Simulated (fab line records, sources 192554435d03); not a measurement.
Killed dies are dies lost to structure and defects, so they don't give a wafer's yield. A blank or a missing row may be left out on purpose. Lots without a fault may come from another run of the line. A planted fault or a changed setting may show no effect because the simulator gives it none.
Problem report in the 8D (eight disciplines) form, filled by code | flow n5_finfet | the parts of the form that need people (team, actions taken, sign-off) are left out

1. THE PROBLEM
thk_nm at N5_SD_EPI_P_EPI_MEAS_23 reads a mean of 54.4 nm on 3 wafers of 3 lots; wafers without a fault read 61.1 nm with a standard deviation of 1.2. That is -5.6 standard deviations from the usual mean.
First seen on wafer L711.5, day 6 19:07, on film_metro-01. The record holds 25 wafers of 9 lots with a number at this step. Rule for "out", or "out of limits": more than 4 standard deviations from the usual mean. The other wafers with a number count as sound.

2. WHAT IT IS AND WHAT IT IS NOT
question                    | is                           | is not
which readings at this step | thk_nm                       | -
which lots                  | L711, L712, L718             | L703, L710, L713, L719, L720, L721
which wafers of those lots  | L711.5, L712.3, L718.5       | L711.4, L712.4, L712.6, L718.4
read on which gauges        | film_metro-01, film_metro-02 | -
when                        | from day 6 19:07             | up to then (7 sound wafers); but 15 sound wafers of L712, L713, L718, L719, L720, L721 came after

3. SUSPECTS, AND WHAT RULES EACH OUT
Counting: a tool at a process step up to the reading stays a suspect if it ran every lot that is out. Sound lots after the first of them don't rule it out here, since some wafers of a struck lot are sound.
- the gauge at N5_SD_EPI_P_EPI_MEAS_23: ruled out. The wafers that are out were read on 2 gauges (film_metro-01, film_metro-02).
- plasma_asher-02 at N5_SD_EPI_P_STRIP_40 (strips in N2/H2): kept. It ran every lot that is out, first L711 (day 6 16:25); its last sound lot up to then is L703 (day 4 11:02).
- epi_rpcvd-01 at N5_SD_EPI_P_EPI_21 (deposits SiGe:B, time 355 s): kept. It ran every lot that is out, first L711 (day 6 17:59); its last sound lot up to then is L710 (day 6 11:56).
- Within plasma_asher-02 at N5_SD_EPI_P_STRIP_40: the wafers that are out ran in chamber 1; their sound lot-mates ran in chamber 0.
Left after counting: plasma_asher-02 at N5_SD_EPI_P_STRIP_40, epi_rpcvd-01 at N5_SD_EPI_P_EPI_21.

4. THE CAUSE (what the simulator had put in)
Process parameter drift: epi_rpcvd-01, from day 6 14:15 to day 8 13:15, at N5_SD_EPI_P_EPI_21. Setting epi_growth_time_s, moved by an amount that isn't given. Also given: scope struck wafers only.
Counting left 2 suspects, and this tool is among them.

5. THE CHAIN OF EFFECTS, in route order
Each row: a reading whose mean over the struck wafers that have a number lies more than 3 standard deviations from the usual. Only readings for which the record gives a usual standard deviation are gone through. hours: the time from each lot's start at the first step in this table that gives one to its start at this step, as a median over the lots. sigmas: the change in usual standard deviations.
hours | step                        | reading | usual       | on struck wafers | change | sigmas
0     | N5_SD_EPI_P_EPI_MEAS_23     | thk_nm  | 61.1 nm     | 54.4             | -6.7   | -5.6
1     | N5_SD_ACTIVATION_RS_MEAS_03 | RS_SD_P | 56.0 ohm/sq | 62.8             | +6.8   | +8.2
105   | N5_BEOL_M4_RC_MEAS_101      | RS_SD_P | 65.9 ohm/sq | 73.3             | +7.4   | +8.0

6. WHAT WOULD HAVE CAUGHT IT SOONER
In this record the first reading out of limits at a measuring or inspecting step was taken at day 6 19:07, 5 hours after the fault began at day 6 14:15.
Of the tool readings at N5_SD_EPI_P_EPI_21 for which the record gives a usual standard deviation, none was out on any struck wafer, so an alarm limit of 4 standard deviations on them would not have fired.
Of the lots that are out (3), L712, L718 began N5_SD_EPI_P_EPI_21 on epi_rpcvd-01 after day 6 19:07. A hold on the tool at that time would have spared those 2.
